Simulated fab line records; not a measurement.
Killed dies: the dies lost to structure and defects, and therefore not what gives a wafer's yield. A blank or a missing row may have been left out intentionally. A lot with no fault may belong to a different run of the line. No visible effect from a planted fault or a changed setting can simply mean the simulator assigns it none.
Chamber matching    flow n5_finfet    N5_BEOL_M2_ETCHBACK_99 on rie_diel-03: 4 sister chambers
The step etches SiO2 in CHF3, target depth 5 nm, time 10.4 s. 4 wafers are shown with their chamber, then 7 later ones without.

WAFERS PAIRED WITH THEIR CHAMBERS
wafer   chamber  throttle_valve_pct (%)
L341.3  1        17.06
L344.5  2        17.47
L345.1  3        17.51
L345.2  0        17.05

WAFERS WITHOUT THEIR CHAMBER
wafer   throttle_valve_pct (%)
L345.4  17.47
L349.1  17.07
L349.3  17.48
L349.6  17.07
L352.2  17.09
L352.3  17.50
L352.4  17.08

THE CHAMBER EACH PASSED THROUGH
wafer   from the rows above      in truth
L345.4  2                        2
L349.1  can't be placed: 1 or 0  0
L349.3  can't be placed: 2 or 3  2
L349.6  can't be placed: 1 or 0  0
L352.2  can't be placed: 1 or 0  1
L352.3  can't be placed: 3 or 2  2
L352.4  can't be placed: 1 or 0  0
1 of 7 placed correctly. Not placeable from these rows: 6 (in 6, the candidates include the true chamber). Wrongly placed: 0.
How it was worked out, from the rows above alone: a wafer's distance from a chamber is the root of the sum, over the readings, of the square of ((its reading less the chamber's mean) divided by the reading's scatter). The wafer belongs to the nearest chamber; if the next one is less than 2 further off, it can't be placed. The mean given for a chamber averages the wafers shown for that chamber. The scatter: root of mean squared gap, hidden wafer to nearest shown wafer, with one shown wafer a chamber.
